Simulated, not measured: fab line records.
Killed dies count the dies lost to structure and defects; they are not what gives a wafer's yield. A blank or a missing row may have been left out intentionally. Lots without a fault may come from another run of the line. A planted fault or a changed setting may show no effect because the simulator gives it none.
Chamber matching | flow nand-harc | NHARC_P_M1_CMP_23 on cmp-02: 4 sister chambers
The step polishes, t overpolish 20 s, target thk 157.82 nm. 8 wafers are shown with their chamber, then 7 later ones without.

== WAFERS, EACH WITH ITS CHAMBER ==
wafer  | chamber | motor-current-A (A) | time-to-endpoint-s (s)
L509.1 | 2       | 13.1                | 30.0
L509.6 | 3       | 11.2                | 30.5
L510.3 | 2       | 13.3                | 28.0
L510.6 | 0       | 14.0                | 25.6
L511.5 | 0       | 13.8                | 25.9
L511.6 | 1       | 10.6                | 27.8
L514.1 | 1       | 10.6                | 29.6
L514.2 | 3       | 10.8                | 30.2

== WAFERS WITH NO CHAMBER GIVEN ==
wafer  | motor-current-A (A) | time-to-endpoint-s (s)
L514.5 | 12.3                | 32.5
L519.1 | 13.6                | 25.7
L519.2 | 11.9                | 29.5
L519.6 | 12.8                | 30.7
L528.1 | 10.7                | 29.7
L528.4 | 12.7                | 31.8
L528.5 | 11.4                | 31.9

== WHICH CHAMBER EACH ONE RAN IN ==
wafer  | from the rows above     | in truth
L514.5 | can't be placed: 2 or 3 | 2
L519.1 | 0                       | 0
L519.2 | 3                       | 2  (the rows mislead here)
L519.6 | 2                       | 2
L528.1 | can't be placed: 1 or 3 | 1
L528.4 | 2                       | 2
L528.5 | 3                       | 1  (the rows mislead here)
Correctly placed: 3 of 7. From these rows, 2 cannot be placed; in 2 the true chamber is one of the candidates. Wrongly placed: 2.
How it was worked out, from the rows above alone: a wafer's distance from a chamber is the root of the sum, over the readings, of the square of ((its reading less the chamber's mean) divided by the reading's scatter). If the next closest chamber is less than 2 further off than the closest, the wafer can't be placed; otherwise it belongs to the closest. A chamber's mean is the mean of its shown wafers. The scatter: take each reading less its chamber's mean, square it, sum over the shown wafers, divide by the number of wafers less the number of chambers, and take the root.
